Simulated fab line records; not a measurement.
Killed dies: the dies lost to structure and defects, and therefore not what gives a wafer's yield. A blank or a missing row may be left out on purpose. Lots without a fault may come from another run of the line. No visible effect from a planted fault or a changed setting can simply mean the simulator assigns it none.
Chamber matching / flow n5-finfet / rie-si-01 running N5_FIN_SAQP_MANDREL_ETCH_58: 4 sister chambers
The step etches a-Si in HBr/Cl2, stops on SiNx, target depth 45 nm, bt time 10 s, time 27 s. 20 wafers are shown with their chamber, then 10 later ones without.

## EACH WAFER AND ITS CHAMBER
wafer=L074.1; chamber=0; throttle-valve-pct (%)=34.8; drypump-motor-current-A (A)=5.4; oes-product-au (a.u.)=0.698
wafer=L074.2; chamber=3; throttle-valve-pct (%)=35.9; drypump-motor-current-A (A)=6.0; oes-product-au (a.u.)=0.669
wafer=L074.5; chamber=3; throttle-valve-pct (%)=35.8; drypump-motor-current-A (A)=6.0; oes-product-au (a.u.)=0.684
wafer=L077.3; chamber=0; throttle-valve-pct (%)=34.8; drypump-motor-current-A (A)=5.4; oes-product-au (a.u.)=0.711
wafer=L077.4; chamber=3; throttle-valve-pct (%)=35.8; drypump-motor-current-A (A)=6.0; oes-product-au (a.u.)=0.691
wafer=L077.5; chamber=1; throttle-valve-pct (%)=35.8; drypump-motor-current-A (A)=5.9; oes-product-au (a.u.)=0.699
wafer=L079.2; chamber=0; throttle-valve-pct (%)=34.9; drypump-motor-current-A (A)=5.4; oes-product-au (a.u.)=0.691
wafer=L079.3; chamber=1; throttle-valve-pct (%)=35.8; drypump-motor-current-A (A)=5.9; oes-product-au (a.u.)=0.684
wafer=L079.4; chamber=3; throttle-valve-pct (%)=35.8; drypump-motor-current-A (A)=6.0; oes-product-au (a.u.)=0.673
wafer=L083.2; chamber=1; throttle-valve-pct (%)=35.8; drypump-motor-current-A (A)=5.9; oes-product-au (a.u.)=0.684
wafer=L083.3; chamber=2; throttle-valve-pct (%)=34.7; drypump-motor-current-A (A)=6.1; oes-product-au (a.u.)=0.705
wafer=L083.6; chamber=2; throttle-valve-pct (%)=34.7; drypump-motor-current-A (A)=6.1; oes-product-au (a.u.)=0.706
wafer=L084.3; chamber=3; throttle-valve-pct (%)=35.8; drypump-motor-current-A (A)=5.9; oes-product-au (a.u.)=0.678
wafer=L084.5; chamber=0; throttle-valve-pct (%)=34.8; drypump-motor-current-A (A)=5.4; oes-product-au (a.u.)=0.697
wafer=L084.6; chamber=1; throttle-valve-pct (%)=35.8; drypump-motor-current-A (A)=5.9; oes-product-au (a.u.)=0.695
wafer=L085.1; chamber=0; throttle-valve-pct (%)=34.8; drypump-motor-current-A (A)=5.4; oes-product-au (a.u.)=0.692
wafer=L085.2; chamber=2; throttle-valve-pct (%)=34.7; drypump-motor-current-A (A)=6.1; oes-product-au (a.u.)=0.709
wafer=L085.6; chamber=2; throttle-valve-pct (%)=34.7; drypump-motor-current-A (A)=6.1; oes-product-au (a.u.)=0.720
wafer=L086.3; chamber=2; throttle-valve-pct (%)=34.7; drypump-motor-current-A (A)=6.1; oes-product-au (a.u.)=0.719
wafer=L086.4; chamber=0; throttle-valve-pct (%)=34.8; drypump-motor-current-A (A)=5.4; oes-product-au (a.u.)=0.703

SIGNATURES, as means of the wafers listed above
reading=throttle-valve-pct; chamber 0=34.817; chamber 1=35.800; chamber 2=34.700; chamber 3=35.820; scatter within a chamber=0.032
reading=drypump-motor-current-A; chamber 0=5.400; chamber 1=5.900; chamber 2=6.100; chamber 3=5.980; scatter within a chamber=0.0224
reading=oes-product-au; chamber 0=0.69867; chamber 1=0.69050; chamber 2=0.71180; chamber 3=0.67900; scatter within a chamber=0.00777
Rule: a wafer's distance from a chamber is the root of the sum, over the readings, of the square of ((its reading less the chamber's mean) divided by the reading's scatter). The wafer belongs to the nearest chamber; if the next one is less than 2 further off, it can't be placed. The scatter: take each reading less its chamber's mean, square it, sum over the shown wafers, divide by the number of wafers less the number of chambers, and take the root.

## WAFERS MISSING THEIR CHAMBER
wafer=L086.5; throttle-valve-pct (%)=34.7; drypump-motor-current-A (A)=6.1; oes-product-au (a.u.)=0.709
wafer=L092.1; throttle-valve-pct (%)=35.9; drypump-motor-current-A (A)=6.0; oes-product-au (a.u.)=0.675
wafer=L092.2; throttle-valve-pct (%)=34.7; drypump-motor-current-A (A)=6.2; oes-product-au (a.u.)=0.706
wafer=L092.5; throttle-valve-pct (%)=34.8; drypump-motor-current-A (A)=5.4; oes-product-au (a.u.)=0.715
wafer=L093.1; throttle-valve-pct (%)=34.7; drypump-motor-current-A (A)=6.2; oes-product-au (a.u.)=0.721
wafer=L093.4; throttle-valve-pct (%)=35.8; drypump-motor-current-A (A)=5.9; oes-product-au (a.u.)=0.684
wafer=L093.5; throttle-valve-pct (%)=35.8; drypump-motor-current-A (A)=5.9; oes-product-au (a.u.)=0.695
wafer=L095.4; throttle-valve-pct (%)=34.7; drypump-motor-current-A (A)=6.1; oes-product-au (a.u.)=0.717
wafer=L095.5; throttle-valve-pct (%)=35.8; drypump-motor-current-A (A)=5.9; oes-product-au (a.u.)=0.694
wafer=L095.6; throttle-valve-pct (%)=34.9; drypump-motor-current-A (A)=5.4; oes-product-au (a.u.)=0.693

## CHAMBER TAKEN BY EACH
wafer=L086.5; from the rows above=2; in truth=2
wafer=L092.1; from the rows above=3; in truth=3
wafer=L092.2; from the rows above=2; in truth=2
wafer=L092.5; from the rows above=0; in truth=0
wafer=L093.1; from the rows above=2; in truth=2
wafer=L093.4; from the rows above=1; in truth=1
wafer=L093.5; from the rows above=1; in truth=1
wafer=L095.4; from the rows above=2; in truth=2
wafer=L095.5; from the rows above=1; in truth=1
wafer=L095.6; from the rows above=0; in truth=0
10 of 10 placed correctly. From these rows, 0 cannot be placed. Placed wrongly: 0.
